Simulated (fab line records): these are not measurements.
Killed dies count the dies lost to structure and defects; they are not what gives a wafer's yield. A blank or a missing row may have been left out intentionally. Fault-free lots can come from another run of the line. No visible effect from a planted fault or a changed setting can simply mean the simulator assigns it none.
fab line records	flow nand_harc
[record] lots = 24	wafers = 72	last_day = 25
route steps=1159 shown A_CONTACT@872
lots that met no fault: from a run of the same line without faults
start_h: the number of hours between the record's first day and the start of the first shown wafer of the lot	wait_h: hours since the lot's step before	" as in the row above	L1.1+2: a row that stands for several wafers	- no value, or no start was given	* or withheld: withheld	< > ~ a bound
route shown NAME@n: a module of which the file shows steps, and the number in the route of the first	usual: average and standard deviation across the fault-free wafers	same: alike in all rows	chamber/n: place in a boat	sites: readings site by site	_std_site: standard deviation across them	_edge_site: the outer-site mean with the inner-site mean subtracted	radius_mm: how far each site lies from the wafer's centre	mask NAME#n: copy n	behind: tool/chamber where the wafer was last shaped	hold: what put the lot on hold/how long, in hours/how the hold closed	device: the n, p or np transistor that did not switch	end of line: tests run on the same wafers once the route is complete	for a step that has no rows: nothing shown but its recipe	killed: at the first sort, the dies lost to defects and structure; wafer yield is something else	map: shows each die of a wafer: x if killed, . if not, _ if none is there
set.NAME: setting as actually run; set.NAME@STEP: the setting as run at that earlier step	model.NAME: the simulator's own value behind a step, which no gauge read
a sample of lots followed through the steps of the route, with each step as a table and each wafer as a row
services: a tool's chamber out of use, with start hour (start_h, from the record's first day; less than 0 if before it), hours out, and reason
[[steps]]
[step NHARC_A_CONTACT_ETCH_121]
[recipe] source_w = withheld	pressure_mtorr = 20	bias_v = 3000	time_s = 94	target_depth_a = 9220	ar_flow_sccm = withheld	c4f8_flow_sccm = withheld	o2_flow_sccm = withheld	chemistry = C4F8/O2/Ar
lot.wafer	tool	chamber	start_h	wait_h	rf_hours_counter_h
L074.4	har_cap_etch-03	1	367.56	0.1	-
L074.3	"	0	"	"	-
L074.5	"	0	"	"	-
L075.1	har_cap_etch-01	1	376.29	0.1	56
L075.4	"	0	"	"	-
L075.5	"	0	"	"	-
L077.1	har_cap_etch-03	0	376.78	0.1	79
L077.2	"	1	"	"	79
L077.6	"	1	"	"	-
L076.2	har_cap_etch-01	0	380.49	0.1	57
L076.4	"	1	"	"	-
L076.6	"	1	"	"	-
L079.1	har_cap_etch-02	0	389.28	0.1	14
L079.2	"	1	"	"	14
L079.5	"	0	"	"	-
L081.4	har_cap_etch-02	0	401.52	0.1	-
L081.6	"	0	"	"	-
L081.5	"	1	"	"	-
L080.4	har_cap_etch-01	0	403.77	0.1	-
L080.3	"	1	"	"	-
L080.5	"	0	"	"	-
L078.3	har_cap_etch-02	0	406.53	0.1	-
L078.4	"	1	"	"	-
L078.6	"	1	"	"	-
L083.2	har_cap_etch-03	1	419.10	0.1	86
L083.3	"	1	"	"	-
L083.5	"	0	"	"	-
L082.2	har_cap_etch-01	1	419.23	0.1	65
L082.1	"	0	"	"	65
L082.4	"	0	"	"	-
L085.1	har_cap_etch-01	1	432.52	0.1	66
L085.2	"	0	"	"	66
L085.4	"	0	"	"	-
L084.1	har_cap_etch-03	1	432.83	0.1	88
L084.4	"	0	"	"	-
L084.5	"	1	"	"	-
L087.2	har_cap_etch-01	0	442.22	0.1	68
L087.4	"	0	"	"	-
L087.5	"	0	"	"	-
L088.2	har_cap_etch-02	1	442.70	0.1	24
L088.4	"	1	"	"	-
L088.5	"	1	"	"	-
L086.1	har_cap_etch-01	0	446.30	0.1	70
L086.2	"	1	"	"	70
L086.4	"	1	"	"	-
L089.1	har_cap_etch-02	1	459.74	0.1	28
L089.3	"	0	"	"	-
L089.4	"	1	"	"	-
L090.1	har_cap_etch-03	0	461.09	0.1	94
L090.3	"	0	"	"	-
L090.6	"	0	"	"	-
L092.3	har_cap_etch-01	1	471.76	0.1	-
L092.4	"	0	"	"	-
L092.6	"	1	"	"	-
L091.2	har_cap_etch-03	0	475.01	0.1	96
L091.3	"	1	"	"	-
L091.4	"	0	"	"	-
L094.2	har_cap_etch-01	0	477.03	0.1	75
L094.4	"	0	"	"	-
L094.3	"	1	"	"	-
L093.1	har_cap_etch-03	1	477.82	0.1	97
L093.3	"	1	"	"	-
L093.6	"	0	"	"	-
L095.1	har_cap_etch-03	1	495.92	0.1	101
L095.2	"	0	"	"	101
L095.4	"	0	"	"	-
L097.1	har_cap_etch-02	1	501.69	0.1	35
L097.4	"	0	"	"	-
L097.6	"	0	"	"	-
L096.1	har_cap_etch-03	1	506.43	0.1	102
L096.3	"	1	"	"	-
L096.5	"	1	"	"	-
[step NHARC_A_CONTACT_ETCH_102]
[recipe] target_depth_a = 700	overetch_a = 70	time_s = 38.5	ion_energy_ev = 100	cf4_flow_sccm = 80	o2_flow_sccm = 20	ar_flow_sccm = 0	rf_w = 300	bias_w = 100	chemistry = CF4/O2
[usual] drypump_motor_current_A = 5.4/0.43	oes_product_au = 1.004/0.011	rf_vpp_V = 197.7/1.4	showerhead_plenum_p_Torr = 1.33/0.048	throttle_valve_pct = 13.398/0.0087
lot.wafer	tool	chamber	start_h	wait_h	drypump_motor_current_A	oes_product_au	rf_hours_counter_h	rf_vpp_V	showerhead_plenum_p_Torr	throttle_valve_pct
L074.4	rie_diel-02	3	368.87	0.1	5.4	1.000	7	197.2	1.33	13.400
L074.3	"	0	"	"	5.9	1.014	12	197.5	1.31	13.395
L074.5	"	3	"	"	5.4	1.012	-	197.8	1.33	13.407
L075.1	rie_diel-12	1	377.65	0.1	4.7	1.010	29	199.1	1.40	13.398
L075.4	"	3	"	"	6.2	1.000	38	196.0	1.27	13.409
L075.5	"	1	"	"	4.7	1.004	-	199.5	1.40	13.418
L077.1	rie_diel-04	2	378.15	0.1	5.8	1.002	32	198.5	1.31	13.395
L077.2	"	3	"	"	5.2	0.996	27	196.5	1.27	13.390
L077.6	"	3	"	"	5.2	1.005	-	195.8	1.27	13.399
L076.4	rie_diel-02	1	383.61	0.2	5.5	1.014	16	198.0	1.35	13.398
L076.2	"	3	"	"	5.4	1.011	10	197.3	1.33	13.393
L076.6	"	0	"	"	6.0	1.011	-	197.6	1.31	13.414
L079.2	rie_diel-02	0	390.57	0.0	5.9	1.019	18	197.4	1.31	13.379
L079.1	"	1	"	"	5.5	1.017	18	197.6	1.35	13.401
L079.5	"	0	"	"	5.9	0.999	-	196.5	1.31	13.400
L081.4	rie_diel-12	2	402.80	0.1	5.2	1.010	3	196.6	1.31	13.387
L081.5	"	0	"	"	5.5	0.989	-	196.6	1.33	13.392
L081.6	"	1	"	"	4.7	1.003	-	200.5	1.40	13.399
L080.3	rie_diel-04	3	405.10	0.1	5.3	0.988	39	193.9	1.27	13.405
L080.4	"	2	"	"	5.8	1.013	44	197.8	1.31	13.394
L080.5	"	3	"	"	5.2	0.991	-	195.4	1.27	13.399
L078.4	rie_diel-12	2	407.80	0.1	5.2	1.006	3	196.7	1.31	13.406
L078.3	"	3	"	"	6.2	0.996	3	197.3	1.27	13.389
L078.6	"	1	"	"	4.7	0.995	-	197.5	1.40	13.395
L083.2	rie_diel-12	1	420.82	0.1	4.7	1.001	5	197.6	1.40	13.409
L083.3	"	2	"	"	5.1	1.016	5	197.8	1.30	13.401
L083.5	"	3	"	"	6.2	1.011	-	197.1	1.27	13.415
L082.1	rie_diel-02	1	420.91	0.1	5.5	1.012	28	198.7	1.35	13.388
L082.4	"	2	"	"	5.2	1.007	29	200.0	1.44	13.403
L082.2	"	3	"	"	5.4	1.003	24	198.4	1.33	13.397
L085.2	rie_diel-12	0	433.98	0.2	5.5	0.990	8	198.0	1.33	13.389
L085.1	"	1	"	"	4.7	1.004	8	199.1	1.40	13.386
L085.4	"	2	"	"	5.2	1.014	8	198.3	1.30	13.394
L084.4	rie_diel-02	2	434.17	0.1	5.2	1.006	33	199.6	1.44	13.398
L084.1	"	0	"	"	6.0	1.021	32	195.9	1.31	13.411
L084.5	"	1	"	"	5.5	1.006	-	198.6	1.35	13.394
L087.2	rie_diel-12	3	443.59	0.1	6.2	1.005	9	197.0	1.27	13.407
L087.4	"	1	"	"	4.7	0.987	9	198.5	1.40	13.394
L087.5	"	2	"	"	5.2	1.013	-	197.4	1.30	13.394
L088.4	rie_diel-04	0	444.08	0.1	5.6	1.005	60	198.4	1.32	13.391
L088.2	"	2	"	"	5.9	1.025	61	196.7	1.31	13.405
L088.5	"	3	"	"	5.2	1.003	-	197.6	1.26	13.399
L086.4	rie_diel-02	3	447.77	0.1	5.4	0.998	32	197.1	1.33	13.412
L086.2	"	0	"	"	6.0	1.019	38	196.2	1.31	13.407
L086.1	"	1	"	"	5.5	1.002	40	197.1	1.34	13.398
L089.1	rie_diel-12	2	461.04	0.1	5.2	0.997	13	196.9	1.30	13.406
L089.4	"	3	"	"	6.2	0.988	13	197.6	1.27	13.406
L089.3	"	0	"	"	5.5	0.990	12	196.5	1.33	13.395
L090.1	rie_diel-02	0	462.38	0.1	6.0	1.018	44	197.1	1.30	13.404
L090.3	"	1	"	"	5.5	1.015	46	198.3	1.34	13.413
L090.6	"	3	"	"	5.4	1.008	-	196.8	1.33	13.384
L092.3	rie_diel-12	3	473.85	0.1	6.2	0.992	16	196.0	1.27	13.395
L092.4	"	2	"	"	5.2	1.003	16	196.4	1.30	13.413
L092.6	"	3	"	"	6.2	0.987	-	195.2	1.27	13.394
L091.4	rie_diel-04	1	476.81	0.1	4.9	1.008	0	196.8	1.32	13.413
L091.2	"	2	"	"	5.8	1.028	0	197.1	1.30	13.391
L091.3	"	3	"	"	5.3	1.004	1	196.5	1.26	13.398
L094.2	rie_diel-02	0	478.36	0.1	6.0	1.005	51	195.6	1.30	13.397
L094.3	"	3	"	"	5.4	1.009	44	199.0	1.32	13.404
L094.4	"	0	"	"	6.0	1.009	-	196.6	1.30	13.403
L093.3	rie_diel-12	1	479.13	0.1	4.7	0.984	19	199.0	1.40	13.400
L093.1	"	2	"	"	5.2	1.012	18	198.2	1.30	13.384
L093.6	"	0	"	"	5.5	0.989	-	197.1	1.32	13.391
L095.4	rie_diel-12	1	497.21	0.1	4.7	1.006	22	199.5	1.39	13.398
L095.2	"	2	"	"	5.1	1.000	22	197.0	1.30	13.398
L095.1	"	3	"	"	6.2	0.989	21	198.3	1.27	13.415
L097.1	rie_diel-12	2	502.97	0.1	5.2	0.993	23	196.8	1.30	13.393
L097.4	"	1	"	"	4.7	0.994	23	200.1	1.39	13.402
L097.6	"	3	"	"	6.2	0.985	-	196.7	1.27	13.391
L096.1	rie_diel-04	0	507.88	0.1	5.6	1.006	14	197.1	1.31	13.398
L096.3	"	1	"	"	4.9	1.018	11	197.8	1.32	13.395
L096.5	"	3	"	"	5.3	1.007	-	195.5	1.26	13.396
[step NHARC_A_CONTACT_ETCH_126]
[recipe] source_w = withheld	pressure_mtorr = 20	bias_v = 1200	time_s = 155	target_depth_a = 9560	ar_flow_sccm = withheld	c4f8_flow_sccm = withheld	o2_flow_sccm = withheld	chemistry = C4F8/O2/Ar
lot.wafer	tool	chamber	start_h	wait_h	rf_hours_counter_h
L074.3	har_cap_etch-02	1	373.58	0.1	-
L074.4	"	0	"	"	-
L074.5	"	1	"	"	-
L075.1	har_cap_etch-02	0	383.74	0.1	12
L075.4	"	1	"	"	-
L075.5	"	0	"	"	-
L077.1	har_cap_etch-03	0	385.23	0.1	80
L077.2	"	1	"	"	80
L077.6	"	0	"	"	-
L076.2	har_cap_etch-01	0	389.10	0.1	59
L076.4	"	0	"	"	-
L076.6	"	1	"	"	-
L079.1	har_cap_etch-01	1	395.68	0.1	60
L079.2	"	0	"	"	60
L079.5	"	1	"	"	-
L081.4	har_cap_etch-03	1	407.73	0.2	-
L081.5	"	1	"	"	-
L081.6	"	0	"	"	-
L080.3	har_cap_etch-01	1	409.90	0.1	-
L080.4	"	0	"	"	-
L080.5	"	1	"	"	-
L078.3	har_cap_etch-02	0	416.22	0.1	-
L078.4	"	1	"	"	-
L078.6	"	0	"	"	-
L083.2	har_cap_etch-03	0	425.59	0.1	86
L083.3	"	1	"	"	-
L083.5	"	1	"	"	-
L082.1	har_cap_etch-02	0	425.87	0.1	21
L082.2	"	1	"	"	21
L082.4	"	1	"	"	-
L085.1	har_cap_etch-02	1	439.10	0.1	23
L085.2	"	0	"	"	23
L085.4	"	0	"	"	-
L084.1	har_cap_etch-03	0	440.29	0.1	89
L084.4	"	0	"	"	-
L084.5	"	1	"	"	-
L087.2	har_cap_etch-03	0	449.14	0.1	91
L087.4	"	0	"	"	-
L087.5	"	1	"	"	-
L088.2	har_cap_etch-01	0	449.58	0.1	70
L088.4	"	1	"	"	-
L088.5	"	1	"	"	-
L086.2	har_cap_etch-02	0	452.77	0.1	26
L086.1	"	1	"	"	26
L086.4	"	0	"	"	-
L089.1	har_cap_etch-02	0	465.85	0.1	28
L089.3	"	0	"	"	-
L089.4	"	1	"	"	-
L090.1	har_cap_etch-03	1	468.94	0.1	94
L090.3	"	1	"	"	-
L090.6	"	1	"	"	-
L092.4	har_cap_etch-02	1	478.57	0.1	-
L092.3	"	0	"	"	-
L092.6	"	0	"	"	-
L091.2	har_cap_etch-01	1	481.97	0.1	75
L091.3	"	1	"	"	-
L091.4	"	0	"	"	-
L094.2	har_cap_etch-03	0	483.06	0.1	98
L094.4	"	0	"	"	-
L094.3	"	1	"	"	-
L093.1	har_cap_etch-02	1	483.91	0.1	32
L093.3	"	1	"	"	-
L093.6	"	1	"	"	-
L095.1	har_cap_etch-01	1	502.23	0.1	78
L095.2	"	0	"	"	78
L095.4	"	1	"	"	-
L097.1	har_cap_etch-02	0	508.06	0.1	36
L097.4	"	1	"	"	-
L097.6	"	0	"	"	-
L096.1	har_cap_etch-02	1	514.88	0.1	37
L096.3	"	0	"	"	-
L096.5	"	1	"	"	-
[step NHARC_A_CONTACT_CD_MEAS_08]
[recipe] target_cd_nm = 100	landing_energy_ev = 500
[usual] cd_nm = 100.5/0.56
lot.wafer	tool	chamber	start_h	wait_h	cd_nm
L074.3	cd_sem-03	0	379.27	-	100.6
L074.4	"	0	"	"	100.1
L074.5	"	0	"	"	101.6
L075.1	cd_sem-02	0	389.14	-	100.9
L075.4	"	0	"	"	101.0
L075.5	"	0	"	"	100.3
L077.1	cd_sem-03	0	391.10	-	101.4
L077.2	"	0	"	"	101.9
L077.6	"	0	"	"	100.7
L076.2	cd_sem-03	0	393.80	-	100.5
L076.4	"	0	"	"	100.7
L076.6	"	0	"	"	100.3
L079.1	cd_sem-03	0	400.48	-	101.6
L079.2	"	0	"	"	100.6
L079.5	"	0	"	"	100.2
L081.4	cd_sem-02	0	417.09	-	101.0
L081.5	"	0	"	"	101.1
L081.6	"	0	"	"	101.1
L080.3	cd_sem-03	0	417.99	-	100.0
L080.4	"	0	"	"	101.0
L080.5	"	0	"	"	99.8
L078.3	cd_sem-03	0	421.13	-	100.4
L078.4	"	0	"	"	101.0
L078.6	"	0	"	"	100.9
L083.2	cd_sem-02	0	430.60	-	100.9
L083.3	"	0	"	"	100.6
L083.5	"	0	"	"	100.7
L082.1	cd_sem-02	0	431.41	-	100.2
L082.2	"	0	"	"	100.6
L082.4	"	0	"	"	100.3
L085.1	cd_sem-02	0	443.82	-	100.5
L085.2	"	0	"	"	100.7
L085.4	"	0	"	"	99.5
L084.1	cd_sem-03	0	446.04	-	99.9
L084.4	"	0	"	"	100.1
L084.5	"	0	"	"	100.7
L087.2	cd_sem-03	0	453.98	-	99.9
L087.4	"	0	"	"	99.7
L087.5	"	0	"	"	99.9
L088.2	cd_sem-01	0	454.35	-	99.7
L088.4	"	0	"	"	99.9
L088.5	"	0	"	"	99.2
L086.1	cd_sem-02	0	460.49	-	100.4
L086.2	"	0	"	"	100.4
L086.4	"	0	"	"	100.1
L089.1	cd_sem-01	0	471.84	-	99.7
L089.3	"	0	"	"	101.3
L089.4	"	0	"	"	100.9
L090.1	cd_sem-01	0	474.19	-	100.3
L090.3	"	0	"	"	100.4
L090.6	"	0	"	"	100.6
L092.3	cd_sem-01	0	483.24	-	100.4
L092.4	"	0	"	"	100.4
L092.6	"	0	"	"	100.2
L091.2	cd_sem-01	0	486.88	-	100.7
L091.3	"	0	"	"	100.7
L091.4	"	0	"	"	100.7
L094.2	cd_sem-01	0	490.19	-	100.0
L094.3	"	0	"	"	99.8
L094.4	"	0	"	"	99.5
L093.1	cd_sem-01	0	491.20	-	100.1
L093.3	"	0	"	"	100.7
L093.6	"	0	"	"	99.2
L095.1	cd_sem-02	0	507.16	-	100.7
L095.2	"	0	"	"	100.5
L095.4	"	0	"	"	100.8
L097.1	cd_sem-03	0	514.03	-	100.1
L097.4	"	0	"	"	100.9
L097.6	"	0	"	"	100.9
L096.1	cd_sem-02	0	520.67	-	100.0
L096.3	"	0	"	"	99.8
L096.5	"	0	"	"	100.5
[step NHARC_A_CONTACT_ETCH_88]
[recipe] target_depth_a = 390	over_etch_frac = 0.3	time_s = 65	ion_energy_ev = 80	cf4_flow_sccm = 150	ar_flow_sccm = 0	rf_w = 300	bias_w = 100	chemistry = CF4
[usual] drypump_motor_current_A = 5.4/0.45	oes_product_au = 1.003/0.011	rf_vpp_V = 151.1/1	showerhead_plenum_p_Torr = 1.75/0.057	throttle_valve_pct = 13.285/0.0098
lot.wafer	tool	chamber	start_h	wait_h	drypump_motor_current_A	oes_product_au	rf_hours_counter_h	rf_vpp_V	showerhead_plenum_p_Torr	throttle_valve_pct
L074.4	rie_diel-04	1	379.54	0.1	4.9	1.005	31	150.2	1.76	13.286
L074.3	"	0	"	"	5.6	1.005	34	152.7	1.76	13.271
L074.5	"	1	"	"	5.0	1.006	-	151.5	1.76	13.284
L075.1	rie_diel-02	1	389.42	0.1	5.5	1.018	18	151.0	1.79	13.279
L075.4	"	2	"	"	5.2	1.009	17	154.0	1.90	13.257
L075.5	"	3	"	"	5.4	1.006	-	150.3	1.76	13.300
L077.2	rie_diel-04	3	391.43	0.1	5.2	0.994	35	150.6	1.68	13.278
L077.1	"	1	"	"	4.9	1.013	37	150.1	1.76	13.288
L077.6	"	3	"	"	5.2	0.993	-	152.3	1.68	13.280
L076.2	rie_diel-12	3	394.29	0.3	6.2	1.000	1	150.3	1.69	13.290
L076.4	"	1	"	"	4.7	1.008	1	151.6	1.85	13.308
L076.6	"	3	"	"	6.2	0.993	-	150.9	1.69	13.288
L079.1	rie_diel-12	0	400.76	0.1	5.5	0.990	2	151.2	1.76	13.307
L079.2	"	2	"	"	5.1	1.016	2	150.8	1.73	13.290
L079.5	"	0	"	"	5.5	0.995	-	151.4	1.76	13.299
L081.4	rie_diel-02	3	417.46	0.2	5.4	1.002	22	151.2	1.76	13.273
L081.6	"	1	"	"	5.5	1.010	-	151.7	1.78	13.285
L081.5	"	2	"	"	5.2	1.009	-	153.0	1.90	13.290
L080.4	rie_diel-04	0	418.27	0.1	5.6	1.009	50	150.4	1.75	13.285
L080.3	"	1	"	"	4.9	1.013	48	151.2	1.76	13.270
L080.5	"	3	"	"	5.2	0.992	-	150.8	1.68	13.298
L078.3	rie_diel-12	3	421.42	0.1	6.2	1.011	5	151.8	1.69	13.287
L078.4	"	1	"	"	4.7	0.984	5	152.7	1.85	13.284
L078.6	"	3	"	"	6.2	0.998	-	149.5	1.69	13.286
L083.2	rie_diel-12	3	431.23	0.4	6.2	0.992	7	149.4	1.69	13.285
L083.3	"	0	"	"	5.5	0.988	7	150.8	1.76	13.294
L083.5	"	0	"	"	5.5	0.984	-	151.1	1.76	13.284
L082.4	rie_diel-04	1	431.70	0.1	4.9	1.011	53	151.1	1.76	13.272
L082.1	"	3	"	"	5.2	0.998	50	148.4	1.68	13.304
L082.2	"	0	"	"	5.6	1.008	55	151.0	1.75	13.291
L085.2	rie_diel-02	3	444.13	0.1	5.4	1.013	31	150.6	1.76	13.281
L085.1	"	0	"	"	5.9	1.017	36	151.3	1.73	13.291
L085.4	"	1	"	"	5.5	1.013	38	151.4	1.78	13.276
L084.1	rie_diel-12	0	446.40	0.1	5.5	0.992	10	150.6	1.76	13.281
L084.4	"	1	"	"	4.7	0.991	10	152.3	1.85	13.288
L084.5	"	3	"	"	6.2	0.999	-	150.0	1.69	13.268
L087.2	rie_diel-04	2	454.25	0.1	5.8	1.030	66	150.9	1.73	13.270
L087.4	"	1	"	"	5.0	1.019	64	151.8	1.75	13.278
L087.5	"	2	"	"	5.9	1.026	-	150.5	1.73	13.276
L088.4	rie_diel-12	2	454.65	0.1	5.2	1.013	11	152.0	1.73	13.289
L088.2	"	3	"	"	6.2	0.996	12	150.1	1.69	13.291
L088.5	"	2	"	"	5.2	1.013	-	150.3	1.73	13.268
L086.1	rie_diel-04	0	460.77	0.1	5.6	1.005	67	149.8	1.75	13.272
L086.2	"	1	"	"	4.9	1.009	66	151.7	1.75	13.286
L086.4	"	2	"	"	5.9	1.016	68	151.8	1.73	13.272
L089.3	rie_diel-12	0	472.11	0.1	5.5	0.991	13	151.4	1.76	13.283
L089.1	"	2	"	"	5.2	1.001	15	151.3	1.73	13.287
L089.4	"	3	"	"	6.2	0.988	15	150.3	1.69	13.288
L090.3	rie_diel-12	2	474.56	0.2	5.1	0.999	16	150.5	1.73	13.302
L090.1	"	3	"	"	6.2	0.996	16	149.4	1.69	13.291
L090.6	"	0	"	"	5.5	0.986	-	151.7	1.76	13.288
L092.3	rie_diel-12	1	483.52	0.1	4.7	1.001	19	152.8	1.84	13.286
L092.4	"	3	"	"	6.2	0.995	19	148.8	1.69	13.288
L092.6	"	2	"	"	5.1	1.011	-	151.6	1.73	13.282
L091.2	rie_diel-04	2	487.17	0.1	5.9	1.005	4	152.0	1.73	13.291
L091.3	"	3	"	"	5.3	1.007	4	149.2	1.68	13.279
L091.4	"	0	"	"	5.6	0.992	-	150.8	1.74	13.298
L094.3	rie_diel-12	2	490.45	0.1	5.1	0.992	20	151.8	1.73	13.278
L094.2	"	3	"	"	6.2	0.993	20	151.0	1.69	13.296
L094.4	"	1	"	"	4.7	1.003	20	151.0	1.84	13.298
L093.1	rie_diel-04	0	491.48	0.1	5.6	0.998	7	151.2	1.74	13.277
L093.3	"	2	"	"	5.9	1.017	7	150.5	1.73	13.292
L093.6	"	1	"	"	5.0	1.008	-	150.6	1.75	13.285
L095.4	rie_diel-12	1	507.46	0.1	4.7	1.005	24	151.6	1.84	13.285
L095.1	"	2	"	"	5.1	1.014	24	150.8	1.73	13.298
L095.2	"	0	"	"	5.5	0.986	22	151.8	1.75	13.287
L097.4	rie_diel-12	3	514.33	0.1	6.2	0.993	24	149.2	1.68	13.271
L097.1	"	1	"	"	4.7	0.999	26	152.4	1.84	13.279
L097.6	"	3	"	"	6.2	0.996	-	151.1	1.68	13.291
L096.3	rie_diel-02	0	521.00	0.1	6.0	1.009	2	150.2	1.72	13.293
L096.1	"	1	"	"	5.5	1.004	2	152.2	1.77	13.277
L096.5	"	2	"	"	5.2	1.025	-	154.4	1.89	13.281
[step NHARC_A_CONTACT_CD_MEAS_15]
[usual] cd_nm = 89.7/0.57
lot.wafer	tool	chamber	start_h	wait_h	cd_nm
L074.3	cd_sem-03	-	383.33	-	89.7
L074.4	"	-	"	"	89.0
L074.5	"	-	"	"	90.0
L075.1	cd_sem-02	-	391.69	-	89.4
L075.4	"	-	"	"	89.5
L075.5	"	-	"	"	88.9
L077.1	cd_sem-01	-	393.72	-	91.0
L077.2	"	-	"	"	90.6
L077.6	"	-	"	"	90.1
L076.2	cd_sem-02	-	397.15	-	90.5
L076.4	"	-	"	"	90.6
L076.6	"	-	"	"	90.4
L079.1	cd_sem-02	-	403.27	-	89.5
L079.2	"	-	"	"	89.2
L079.5	"	-	"	"	89.5
L081.4	cd_sem-02	-	419.72	-	90.0
L081.5	"	-	"	"	90.1
L081.6	"	-	"	"	90.4
L080.3	cd_sem-03	-	420.62	-	89.8
L080.4	"	-	"	"	89.5
L080.5	"	-	"	"	90.7
L078.3	cd_sem-03	-	423.63	-	90.0
L078.4	"	-	"	"	90.8
L078.6	"	-	"	"	89.4
L083.2	cd_sem-01	-	433.44	-	90.0
L083.3	"	-	"	"	89.4
L083.5	"	-	"	"	90.6
L082.1	cd_sem-02	-	434.33	-	90.0
L082.2	"	-	"	"	89.2
L082.4	"	-	"	"	89.2
L085.1	cd_sem-02	-	446.43	-	90.0
L085.2	"	-	"	"	89.4
L085.4	"	-	"	"	89.4
L084.1	cd_sem-01	-	449.09	-	89.0
L084.4	"	-	"	"	89.4
L084.5	"	-	"	"	89.3
L087.2	cd_sem-02	-	456.47	-	89.6
L087.4	"	-	"	"	90.0
L087.5	"	-	"	"	90.3
L088.2	cd_sem-01	-	456.92	-	89.6
L088.4	"	-	"	"	88.6
L088.5	"	-	"	"	89.2
L086.1	cd_sem-03	-	463.03	-	90.1
L086.2	"	-	"	"	89.8
L086.4	"	-	"	"	90.4
L089.1	cd_sem-03	-	474.92	-	89.9
L089.3	"	-	"	"	89.6
L089.4	"	-	"	"	90.7
L090.1	cd_sem-01	-	477.62	-	88.7
L090.3	"	-	"	"	89.0
L090.6	"	-	"	"	89.3
L092.3	cd_sem-03	-	485.75	-	89.4
L092.4	"	-	"	"	90.1
L092.6	"	-	"	"	90.1
L091.2	cd_sem-02	-	489.55	-	89.9
L091.3	"	-	"	"	90.1
L091.4	"	-	"	"	89.8
L094.2	cd_sem-02	-	493.39	-	89.7
L094.3	"	-	"	"	90.5
L094.4	"	-	"	"	90.4
L093.1	cd_sem-02	-	493.77	-	88.7
L093.3	"	-	"	"	89.5
L093.6	"	-	"	"	89.6
L095.1	cd_sem-02	-	509.79	-	89.0
L095.2	"	-	"	"	89.3
L095.4	"	-	"	"	89.4
L097.1	cd_sem-02	-	516.78	-	89.0
L097.4	"	-	"	"	88.9
L097.6	"	-	"	"	88.4
L096.1	cd_sem-01	-	523.23	-	89.9
L096.3	"	-	"	"	90.1
L096.5	"	-	"	"	89.8
[[services]]
tool	chamber	start_h	hours	kind
rie_diel-12	0	358.87	-	clean
rie_diel-12	1	358.87	-	clean
rie_diel-12	2	358.87	-	clean
rie_diel-12	3	358.87	-	clean
rie_diel-04	3	359.07	13.1	repair
rie_diel-12	1	377.90	11.2	repair
rie_diel-12	-	379.40	9.0	pm
rie_diel-12	0	379.40	9.0	vent_cycle
rie_diel-12	2	379.40	9.0	vent_cycle
rie_diel-12	3	379.40	9.0	vent_cycle
rie_diel-12	0	388.40	-	clean
rie_diel-12	2	388.40	-	clean
rie_diel-12	3	388.40	-	clean
rie_diel-12	0	412.90	-	clean
rie_diel-12	1	412.90	-	clean
rie_diel-12	2	412.90	-	clean
rie_diel-04	-	465.99	9.0	pm
rie_diel-02	1	476.65	8.6	repair
rie_diel-04	1	482.68	7.7	repair
har_cap_etch-01	-	485.99	0.2	repair
rie_diel-04	0	495.01	1.6	repair
rie_diel-04	2	505.53	21.7	repair
rie_diel-02	-	505.76	9.0	pm
rie_diel-04	3	517.27	2.7	repair
[[key]]
fault none
